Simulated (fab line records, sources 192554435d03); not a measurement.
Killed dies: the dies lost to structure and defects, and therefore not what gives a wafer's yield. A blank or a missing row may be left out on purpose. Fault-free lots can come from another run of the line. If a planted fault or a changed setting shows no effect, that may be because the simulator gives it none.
fab line records	flow n5Finfet
record: lots: 7	wafers: 21
route steps=1938 shown BEOL_M2@890 BEOL_M3@938 BEOL_M4@1021 BEOL_M5@1116
startH: the number of hours between the record's first day and the start of the first shown wafer of the lot	waitH: time in hours since the lot's previous step	" identical to the entry in the row above	L1.1+2: several wafers, shown together as one row	- no value present, or no start provided	* or withheld: withheld	< > ~ a bound
route shown NAME@n: a module of which the file shows steps, and the number in the route of the first	usual: the fault-free wafers' mean and standard deviation	same: alike in all rows	chamber/n: place in a boat	sites: readings site by site	_std_site: standard deviation of those values	_edge_site: the outer-site mean with the inner-site mean subtracted	radiusMm: for every site, how far away it sits from the centre of the wafer	mask NAME#n: copy n	behind: the tool/chamber that last shaped the wafer	hold: what put the lot on hold/how long, in hours/how the hold closed	device: the n, p or np transistor that did not switch	end of line: the tests these same wafers got at the end of their route	a step without rows: its recipe alone	killed: count of dies lost to structure and defects at first sort (not the wafer's yield)	map: a wafer's dies, marking killed ones x, the rest . and places with no die _
set.NAME: the run value of the setting; set.NAME@STEP: its run value at that earlier step	model.NAME: the simulator's own value behind a step, which no gauge read
one table per step and one row per wafer, for lots whose settings were changed on purpose
== steps ==
step: N5_BEOL_M2_TRENCH_ETCH_37
recipe: chemistry: C4F6/O2	targetDepthA: 555.55	target: SiOC	timeS: 29.2	ionEnergyEv: 250	pressureMtorr: 30	sourceW: 355	biasW: 185	Ar_flow_sccm: 300	C4F6_flow_sccm: 10	O2_flow_sccm: 10
lot.wafer	tool	chamber	startH	waitH	set.timeS	model.etch.depthNm	model.BEOL_M2.featureDepthNm
L074.2	rieDiel-06	1	-	-	33.54	65.3	65.4
L074.5	"	3	"	"	29.2	58.19	58.2
L074.6	"	2	"	"	33.54	62.66	62.6
L075.1	rieDiel-04	3	-	-	29.2	55.57	55.6
L075.3	"	0	"	"	29.2	54.95	55
L075.5	"	1	"	"	24.39	45.1	45
L078.3	rieDiel-04	3	-	-	29.2	55.87	55.8
L078.5	"	3	"	"	29.2	55.9	56
L078.6	"	0	"	"	29.2	55	55
L080.2	rieDiel-04	1	-	-	29.2	53.76	53.8
L080.4	"	3	"	"	31.88	61.3	61.2
L080.5	"	3	"	"	31.88	61.16	61.2
L084.1	rieDiel-04	1	-	-	29.2	53.77	53.8
L084.2	"	0	"	"	29.2	54.78	54.8
L084.3	"	3	"	"	29.2	56.97	57
L086.1	rieDiel-06	3	-	-	29.2	57.61	57.6
L086.2	"	2	"	"	29.2	54.5	54.4
L086.4	"	3	"	"	35.25	69.39	69.4
L092.1	rieDiel-05	3	-	-	29.2	56.42	56.4
L092.3	"	0	"	"	29.2	57.15	57.2
L092.4	"	2	"	"	29.2	54.41	54.4
step: N5_BEOL_M2_ETCH_41
recipe: chemistry: CH3F/O2	target: SiCN	targetDepthA: 299	taperDeg: 2	timeS: 52.5	ionEnergyEv: 120	maskMaterial: TiN	pressureMtorr: 30	sourceW: 395	biasW: 75	Ar_flow_sccm: 150	CH3F_flow_sccm: 30	O2_flow_sccm: 20
step: N5_BEOL_M2_STRIP_97
recipe: chemistry: N2/H2	timeS: 10	powerW: 450	tempC: 40	pressureMtorr: 20	rfFrequencyHz: 6e+07	biasPowerW: 7	n2FlowSccm: 200	h2FlowSccm: 200
step: N5_BEOL_M2_OCD_MEAS_38
usual: trenchDepthNm: 55.3/1.3
lot.wafer	tool	chamber	startH	waitH	set.timeS@BEOL_M2_TRENCH_ETCH_37	trenchDepthNm
L074.2	ocd-01	-	137.29	-	33.54	65.0
L074.5	"	-	"	"	29.2	57.8
L074.6	"	-	"	"	33.54	62.9
L075.1	ocd-02	-	137.29	-	29.2	55.0
L075.3	"	-	"	"	29.2	55.1
L075.5	"	-	"	"	24.39	45.1
L078.3	ocd-01	-	157.58	-	29.2	55.7
L078.5	"	-	"	"	29.2	55.9
L078.6	"	-	"	"	29.2	55.1
L080.2	ocd-02	-	177.03	-	29.2	54.1
L080.4	"	-	"	"	31.88	61.3
L080.5	"	-	"	"	31.88	60.7
L084.1	ocd-02	-	190.69	-	29.2	53.9
L084.2	"	-	"	"	29.2	55.0
L084.3	"	-	"	"	29.2	57.0
L086.1	ocd-01	-	208.42	-	29.2	57.6
L086.2	"	-	"	"	29.2	54.6
L086.4	"	-	"	"	35.25	69.7
L092.1	ocd-02	-	257.79	-	29.2	56.0
L092.3	"	-	"	"	29.2	56.4
L092.4	"	-	"	"	29.2	54.6
step: N5_BEOL_M2_HM_STRIP_39
recipe: chemistry: peroxideTinStrip	material: TiN	targetDepthA: 250	tempC: 50	timeS: 158
step: N5_BEOL_M2_SRD_40
recipe: timeS: 30	tempC: 23	rinseLiquid: diw	dry: ipaMarangoni
step: N5_BEOL_M2_ECD_50
recipe: material: Cu	targetThkA: 3000
step: N5_BEOL_M2_ANNEAL_51
recipe: tempC: 225	timeS: 90	ambient: N2
step: N5_BEOL_M2_CMP_52
recipe: stopOn: SiOC	tOverpolishS: 6.8	downForcePsi: 1	platenRpm: 50	clearingPlatenDownForcePsi: 1.5	clearingPlatenRpm: 50	postCmpClean: cuAlkaline	targetThkNm: 40	clearingPlatenPadVelocityMS: 0.99484	padVelocityMS: 0.99484
lot.wafer	tool	chamber	startH	waitH	set.timeS@BEOL_M2_TRENCH_ETCH_37	model.Cu_of_BEOL_M2_ECD_50.thkNm
L075.3	cmp-04	1	141.24	0.4	29.2	39.8
L075.1	"	2	"	"	29.2	40.4
L075.5	"	3	"	"	24.39	30.8
L074.2	cmp-01	2	141.33	0.3	33.54	50.2
L074.6	"	3	"	"	33.54	47
L074.5	"	0	"	"	29.2	43.8
L078.3	cmp-01	1	162.24	0.2	29.2	39.6
L078.5	"	1	"	"	29.2	39.2
L078.6	"	2	"	"	29.2	39.8
L080.4	cmp-01	0	180.94	0.1	31.88	46.8
L080.2	"	3	"	"	29.2	37.2
L080.5	"	1	"	"	31.88	44.6
L084.2	cmp-03	1	194.32	0.2	29.2	38.8
L084.1	"	2	"	"	29.2	36.6
L084.3	"	3	"	"	29.2	39.8
L086.1	cmp-01	1	212.00	0.3	29.2	41
L086.4	"	3	"	"	35.25	51.8
L086.2	"	0	"	"	29.2	40.2
L092.3	cmp-04	0	261.81	0.3	29.2	42.4
L092.4	"	1	"	"	29.2	39.6
L092.1	"	2	"	"	29.2	41.4
step: N5_BEOL_M2_THK_MEAS_53
recipe: thkMeasGauge: xrf	reads: Cu_of_BEOL_M2_ECD_50
usual: M2_THK: 40.6/1.7
lot.wafer	tool	chamber	startH	waitH	set.timeS@BEOL_M2_TRENCH_ETCH_37	M2_THK[nm]
L075.1	filmMetro-01	-	141.47	-	29.2	40.8
L075.3	"	-	"	"	29.2	40.4
L075.5	"	-	"	"	24.39	31.2
L074.2	filmMetro-02	-	141.51	-	33.54	50.8
L074.5	"	-	"	"	29.2	44.2
L074.6	"	-	"	"	33.54	47.6
L078.3	filmMetro-02	-	162.54	-	29.2	39.8
L078.5	"	-	"	"	29.2	39.2
L078.6	"	-	"	"	29.2	39.9
L080.2	filmMetro-01	-	181.23	-	29.2	37.6
L080.4	"	-	"	"	31.88	47.1
L080.5	"	-	"	"	31.88	45.0
L084.1	filmMetro-02	-	194.58	-	29.2	37.0
L084.2	"	-	"	"	29.2	39.6
L084.3	"	-	"	"	29.2	40.7
L086.1	filmMetro-02	-	212.30	-	29.2	41.1
L086.2	"	-	"	"	29.2	40.4
L086.4	"	-	"	"	35.25	52.0
L092.1	filmMetro-02	-	262.07	-	29.2	41.7
L092.3	"	-	"	"	29.2	42.9
L092.4	"	-	"	"	29.2	40.0
step: N5_BEOL_M3_COAT_05
recipe: resist: CAR-EUV	spinRpm: 1500	resistThkNm: 30
lot.wafer	tool	chamber	startH	waitH	set.spinRpm	model.CAR-EUV_of_BEOL_M3_COAT_05.thkNm
L075.1	lithoTrack-05	0	-	-	1422	30.8
L075.3+5	"	0	"	"	1500	30
L074.2+6	lithoTrack-03	0	-	-	1382	31.4
L074.5	"	0	"	"	1500	30
L078.3+5+6	lithoTrack-05	0	-	-	1500	30
L080.2+5	lithoTrack-05	0	-	-	1364	31.4
L080.4	"	0	"	"	1500	30
L084.1+3	lithoTrack-05	0	-	-	1573	29.4
L084.2	"	0	"	"	1500	30.2
L086.1+2+4	lithoTrack-02	0	-	-	1500	30
L092.1+3	lithoTrack-03	0	-	-	1500	30
L092.4	"	0	"	"	1578	29.2
step: N5_BEOL_M3_EXPOSE_08
recipe: maskId: M3	na: 0.33	sourceShape: dipole	sigmaInner: 0.369	sigmaOuter: 0.767	polarization: unpolarized	doseMj: 33
lot.wafer	tool	chamber	startH	waitH	mask	set.doseMj
L075.1+3+5	euvScanner-01	0	143.93	-	M3#0	35.24
L074.2	euvScanner-02	0	144.12	-	M3#0	33
L074.5+6	"	0	"	"	M3#0	31.91
L078.3+5+6	euvScanner-01	0	165.00	-	M3#0	33
L080.2	euvScanner-01	0	182.94	-	M3#0	33.76
L080.4+5	"	0	"	"	M3#0	33
L084.1+2+3	euvScanner-01	0	196.18	-	M3#0	33
L086.1+2+4	euvScanner-01	0	213.75	-	M3#0	33
L092.1+3	euvScanner-02	0	265.86	-	M3#0	33
L092.4	"	0	"	"	M3#0	32.1
step: N5_BEOL_M3_PEB_09
recipe: pebTempC: 100	pebTimeS: 60	resist: CAR-EUV
step: N5_BEOL_M3_DEVELOP_10
recipe: developTimeS: 30	developer: TMAH	resist: CAR-EUV	rinseLiquid: surfactantRinse	dry: airSpin	devTempC: 23
lot.wafer	tool	chamber	startH	waitH	set.spinRpm@BEOL_M3_COAT_05	model.CAR-EUV_of_BEOL_M3_COAT_05.thkNm
L075.1	lithoTrack-05	0	-	-	1422	30.4
L075.3+5	"	0	"	"	1500	29.6
L074.2+6	lithoTrack-02	0	-	-	1382	30.8
L074.5	"	0	"	"	1500	29.6
L078.3+5+6	lithoTrack-03	0	-	-	1500	29.6
L080.2+5	lithoTrack-02	0	-	-	1364	30.8
L080.4	"	0	"	"	1500	29.4
L084.1+3	lithoTrack-05	0	-	-	1573	29
L084.2	"	0	"	"	1500	29.6
L086.1	lithoTrack-05	0	-	-	1500	29.4
L086.2+4	"	0	"	"	1500	29.6
L092.1	lithoTrack-02	0	-	-	1500	29.4
L092.3	"	0	"	"	1500	29.6
L092.4	"	0	"	"	1578	28.8
step: N5_BEOL_M4_ILD_DEP_00
recipe: material: SiOC	targetThkA: 790	tempC: 350	precursor: DEMS/O2	pressureTorr: 5	rfW: 500	timeS: 15.3
lot.wafer	tool	chamber	startH	waitH	set.timeS	model.SiOC_of_BEOL_M4_ILD_DEP_00.thkNm
L075.1	pecvd-04	2	152.34	0.0	16.95	86.2
L075.3	"	0	"	"	16.95	86
L075.5	"	2	"	"	15.3	79
L074.2	pecvd-01	0	153.63	0.0	15.3	77
L074.5	"	1	"	"	15.3	78.2
L074.6	"	0	"	"	15.3	79.2
L078.3	pecvd-01	0	178.08	0.0	15.3	77.2
L078.5	"	1	"	"	15.3	77.4
L078.6	"	2	"	"	15.3	78.4
L080.2	pecvd-03	2	190.45	0.0	16.44	83.8
L080.4	"	0	"	"	16.44	86.2
L080.5	"	1	"	"	15.3	79.6
L084.1	pecvd-01	1	209.53	0.0	15.3	77.8
L084.2	"	0	"	"	15.3	77
L084.3	"	1	"	"	15.3	78.2
L086.1	pecvd-01	2	221.58	0.0	14.03	70.4
L086.2	"	1	"	"	15.3	77.2
L086.4	"	0	"	"	14.03	71.8
L092.1	pecvd-01	0	282.43	0.0	13.73	69.6
L092.3	"	2	"	"	15.3	76.6
L092.4	"	1	"	"	15.3	77.6
step: N5_BEOL_M4_THK_MEAS_01
recipe: reads: SiOC_of_BEOL_M4_ILD_DEP_00
usual: M4_ILD_THK: 78.6/1.1
lot.wafer	tool	chamber	startH	waitH	set.timeS@BEOL_M4_ILD_DEP_00	M4_ILD_THK[nm]
L075.1	filmMetro-01	-	152.41	0.0	16.95	86.2
L075.3	"	-	"	"	16.95	85.9
L075.5	"	-	"	"	15.3	79.0
L074.2	filmMetro-01	-	153.70	0.1	15.3	77.0
L074.5	"	-	"	"	15.3	78.3
L074.6	"	-	"	"	15.3	79.1
L078.3	filmMetro-02	-	178.15	0.1	15.3	77.3
L078.5	"	-	"	"	15.3	77.4
L078.6	"	-	"	"	15.3	78.3
L080.2	filmMetro-01	-	190.52	0.1	16.44	83.9
L080.4	"	-	"	"	16.44	86.2
L080.5	"	-	"	"	15.3	79.6
L084.1	filmMetro-02	-	209.62	0.1	15.3	77.9
L084.2	"	-	"	"	15.3	77.1
L084.3	"	-	"	"	15.3	78.3
L086.1	filmMetro-01	-	221.65	0.0	14.03	70.3
L086.2	"	-	"	"	15.3	77.2
L086.4	"	-	"	"	14.03	71.9
L092.1	filmMetro-02	-	282.50	0.0	13.73	69.6
L092.3	"	-	"	"	15.3	76.6
L092.4	"	-	"	"	15.3	77.6
step: N5_BEOL_M4_COAT_05
recipe: resist: CAR-EUV	spinRpm: 1500	resistThkNm: 30
lot.wafer	tool	chamber	startH	waitH	set.spinRpm	model.CAR-EUV_of_BEOL_M4_COAT_05.thkNm
L075.1	lithoTrack-04	0	-	-	1500	30
L075.3+5	"	0	"	"	1550	29.4
L074.2+5	lithoTrack-04	0	-	-	1500	30
L074.6	"	0	"	"	1644	28.8
L078.3+5+6	lithoTrack-04	0	-	-	1500	30
L080.2	lithoTrack-03	0	-	-	1585	29.4
L080.4	"	0	"	"	1585	29.2
L080.5	"	0	"	"	1500	30
L084.1+3	lithoTrack-01	0	-	-	1500	30
L084.2	"	0	"	"	1500	30.2
L086.1+2+4	lithoTrack-04	0	-	-	1500	30
L092.1+4	lithoTrack-04	0	-	-	1500	30
L092.3	"	0	"	"	1634	28.8
step: N5_BEOL_M4_EBR_07
recipe: solvent: PGMEA	ebrWidthMm: 1.5
step: N5_BEOL_M4_SOFTBAKE_06
recipe: tempC: 110	timeS: 60	resist: CAR-EUV
step: N5_BEOL_M4_EXPOSE_08
recipe: maskId: M4	na: 0.33	sourceShape: dipole	sigmaInner: 0.369	sigmaOuter: 0.767	polarization: unpolarized	doseMj: 41.25
step: N5_BEOL_M4_PEB_09
recipe: pebTempC: 100	pebTimeS: 60	resist: CAR-EUV
step: N5_BEOL_M4_DEVELOP_10
recipe: developTimeS: 30	developer: TMAH	resist: CAR-EUV	rinseLiquid: surfactantRinse	dry: airSpin	devTempC: 23
lot.wafer	tool	chamber	startH	waitH	set.spinRpm@BEOL_M4_COAT_05	model.CAR-EUV_of_BEOL_M4_COAT_05.thkNm
L075.1	lithoTrack-03	0	-	-	1500	29.6
L075.3+5	"	0	"	"	1550	29
L074.2+5	lithoTrack-03	0	-	-	1500	29.6
L074.6	"	0	"	"	1644	28.2
L078.3+5	lithoTrack-03	0	-	-	1500	29.4
L078.6	"	0	"	"	1500	29.6
L080.2+4	lithoTrack-01	0	-	-	1585	28.8
L080.5	"	0	"	"	1500	29.6
L084.1+2+3	lithoTrack-03	0	-	-	1500	29.6
L086.1+2	lithoTrack-04	0	-	-	1500	29.6
L086.4	"	0	"	"	1500	29.4
L092.1+4	lithoTrack-04	0	-	-	1500	29.6
L092.3	"	0	"	"	1634	28.2
step: N5_BEOL_M4_DESCUM_16
recipe: chemistry: O2	timeS: 7	sourcePowerW: 50	biasPowerW: 20	pressureMtorr: 20	rfFrequencyHz: 2.712e+07	tempC: 40	resist: CAR-EUV	o2FlowSccm: 225
lot.wafer	tool	chamber	startH	waitH	set.spinRpm@BEOL_M4_COAT_05	model.CAR-EUV_of_BEOL_M4_COAT_05.thkNm
L075.1	rieDiel-06	0	154.53	0.0	1500	26
L075.3	"	2	"	"	1550	25.6
L075.5	"	0	"	"	1550	25.4
L074.2+5	rieDiel-04	3,0	154.97	0.0	1500	26
L074.6	"	3	"	"	1644	24.8
L078.3+5+6	rieDiel-05	2,1,2	179.42	0.0	1500	26
L080.2+4	rieDiel-04	1,3	191.94	0.2	1585	25.4
L080.5	"	3	"	"	1500	26.2
L084.1+3	rieDiel-05	1	212.25	0.0	1500	26
L084.2	"	1	"	"	1500	26.2
L086.1+2+4	rieDiel-05	0,1,2	222.86	0.0	1500	26
L092.1+4	rieDiel-06	0,2	284.20	0.0	1500	26
L092.3	"	3	"	"	1634	24.6
step: N5_BEOL_M4_ETCH_74
recipe: chemistry: N2/H2	target: underlayer	targetDepthA: 65	maskMaterial: CAR-EUV	timeS: 5.2	ionEnergyEv: 200	pressureMtorr: 30	sourceW: 840	biasW: 150	n2FlowSccm: 200	h2FlowSccm: 200	ends: cleared
step: N5_BEOL_M4_ETCH_63
recipe: chemistry: CF4	target: SiARC	targetDepthA: 156	maskMaterial: CAR-EUV	timeS: 26	ionEnergyEv: 80	pressureMtorr: 40	sourceW: 545	biasW: 36	Ar_flow_sccm: 100	cf4FlowSccm: 100	ends: cleared
lot.wafer	tool	chamber	startH	waitH	set.spinRpm@BEOL_M4_COAT_05	model.CAR-EUV_of_BEOL_M4_COAT_05.thkNm
L075.1	rieDiel-06	0	154.58	0.0	1500	11.2
L075.3	"	2	"	"	1550	10.8
L075.5	"	0	"	"	1550	10.6
L074.2+5	rieDiel-04	3,0	155.03	0.0	1500	11.2
L074.6	"	3	"	"	1644	9.8
L078.3+6	rieDiel-05	2	179.47	0.0	1500	11.2
L078.5	"	1	"	"	1500	11
L080.2	rieDiel-04	1	191.99	0.0	1585	10.4
L080.4	"	3	"	"	1585	10.2
L080.5	"	3	"	"	1500	11.2
L084.1+2+3	rieDiel-05	1	212.40	0.0	1500	11.2
L086.1	rieDiel-05	0	222.91	0.0	1500	11.2
L086.2+4	"	1,2	"	"	1500	11
L092.1	rieDiel-06	0	284.25	0.0	1500	11
L092.3	"	3	"	"	1634	9.6
L092.4	"	2	"	"	1500	11.2
step: N5_BEOL_M4_TRENCH_ETCH_37
recipe: chemistry: C4F6/O2	targetDepthA: 555.55	target: SiOC	timeS: 29.2	ionEnergyEv: 250	pressureMtorr: 30	sourceW: 355	biasW: 185	Ar_flow_sccm: 300	C4F6_flow_sccm: 10	O2_flow_sccm: 10
usual: rfVppV: 657/15
lot.wafer	tool	chamber	startH	waitH	set.biasW	rfVppV
L075.1	rieDiel-05	2	-	-	185	660
L075.3	"	0	"	"	185	677
L075.5	"	1	"	"	185	657
L074.2	rieDiel-04	3	-	-	185	658
L074.5	"	2	"	"	218.2	741
L074.6	"	3	"	"	218.2	749
L078.3	rieDiel-04	1	-	-	185	654
L078.5	"	2	"	"	185	650
L078.6	"	3	"	"	185	657
L080.2	rieDiel-05	1	-	-	185	658
L080.4	"	1	"	"	185	658
L080.5	"	0	"	"	185	677
L084.1	rieDiel-04	3	-	-	212.3	733
L084.2	"	1	"	"	185	653
L084.3	"	2	"	"	185	649
L086.1	rieDiel-06	3	-	-	185	628
L086.2	"	0	"	"	195.2	684
L086.4	"	2	"	"	195.2	716
L092.1	rieDiel-06	2	-	-	185	685
L092.3	"	0	"	"	185	656
L092.4	"	3	"	"	185	629
step: N5_BEOL_M5_HM_DEP_02
recipe: material: TiN	targetThkA: 200	tempC: 25	chamberPressurePa: 0.49996
lot.wafer	tool	chamber	startH	waitH	set.targetThkA	model.TiN_of_BEOL_M5_HM_DEP_02.thkNm
L075.1	pvdSputter-03	-	162.71	0.5	200	19.4
L075.3	"	-	"	"	200	19.6
L075.5	"	-	"	"	200	19.8
L074.2	pvdSputter-03	-	163.29	0.6	200	19.6
L074.5	"	-	"	"	200	20
L074.6	"	-	"	"	209.8	20.8
L078.3	pvdSputter-01	-	190.21	1.8	200	19.8
L078.5	"	-	"	"	200	20.2
L078.6	"	-	"	"	200	20
L080.2+5	pvdSputter-01	-	204.35	2.8	176.9	18
L080.4	"	-	"	"	200	20.2
L084.1	pvdSputter-02	-	222.24	0.8	200	19.4
L084.2	"	-	"	"	200	19.6
L084.3	"	-	"	"	212.3	21
L086.1	pvdSputter-01	-	238.73	0.0	177	17.4
L086.2+4	"	-	"	"	200	19.6
L092.1+3	pvdSputter-01	-	298.61	0.9	200	20
L092.4	"	-	"	"	179.5	17.8
== key ==
split: step: N5_BEOL_M2_TRENCH_ETCH_37	setting: timeS	stated: 29.2	by: wafer
response: step: N5_BEOL_M2_TRENCH_ETCH_37	reading: model.etch.depthNm	change: +0.595	per: 1%	r: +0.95
response: step: N5_BEOL_M2_TRENCH_ETCH_37	reading: model.BEOL_M2.featureDepthNm	change: +0.598	per: 1%	r: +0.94
response: step: N5_BEOL_M2_OCD_MEAS_38	reading: trenchDepthNm	change: +0.597	per: 1%	r: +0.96
response: step: N5_BEOL_M2_CMP_52	reading: model.Cu_of_BEOL_M2_ECD_50.thkNm	change: +0.532	per: 1%	r: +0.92
response: step: N5_BEOL_M2_THK_MEAS_53	reading: M2_THK	change: +0.535	per: 1%	r: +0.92
split: step: N5_BEOL_M3_COAT_05	setting: spinRpm	stated: 1500	by: wafer
response: step: N5_BEOL_M3_COAT_05	reading: model.CAR-EUV_of_BEOL_M3_COAT_05.thkNm	change: -0.162	per: 1%	r: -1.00
response: step: N5_BEOL_M3_DEVELOP_10	reading: model.CAR-EUV_of_BEOL_M3_COAT_05.thkNm	change: -0.148	per: 1%	r: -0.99
split: step: N5_BEOL_M3_EXPOSE_08	setting: doseMj	stated: 33	by: wafer
response none clear
split: step: N5_BEOL_M4_ILD_DEP_00	setting: timeS	stated: 15.3	by: wafer
response: step: N5_BEOL_M4_ILD_DEP_00	reading: model.SiOC_of_BEOL_M4_ILD_DEP_00.thkNm	change: +0.706	per: 1%	r: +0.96
response: step: N5_BEOL_M4_THK_MEAS_01	reading: M4_ILD_THK	change: +0.704	per: 1%	r: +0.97
split: step: N5_BEOL_M4_COAT_05	setting: spinRpm	stated: 1500	by: wafer
response: step: N5_BEOL_M4_COAT_05	reading: model.CAR-EUV_of_BEOL_M4_COAT_05.thkNm	change: -0.131	per: 1%	r: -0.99
response: step: N5_BEOL_M4_DEVELOP_10	reading: model.CAR-EUV_of_BEOL_M4_COAT_05.thkNm	change: -0.151	per: 1%	r: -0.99
response: step: N5_BEOL_M4_DESCUM_16	reading: model.CAR-EUV_of_BEOL_M4_COAT_05.thkNm	change: -0.14	per: 1%	r: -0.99
response: step: N5_BEOL_M4_ETCH_63	reading: model.CAR-EUV_of_BEOL_M4_COAT_05.thkNm	change: -0.156	per: 1%	r: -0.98
split: step: N5_BEOL_M4_TRENCH_ETCH_37	setting: biasW	stated: 185	by: wafer
response: step: N5_BEOL_M4_TRENCH_ETCH_37	reading: rfVppV	change: +5.57	per: 1%	r: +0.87
split: step: N5_BEOL_M5_HM_DEP_02	setting: targetThkA	stated: 200	by: wafer
response: step: N5_BEOL_M5_HM_DEP_02	reading: model.TiN_of_BEOL_M5_HM_DEP_02.thkNm	change: +0.202	per: 1%	r: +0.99
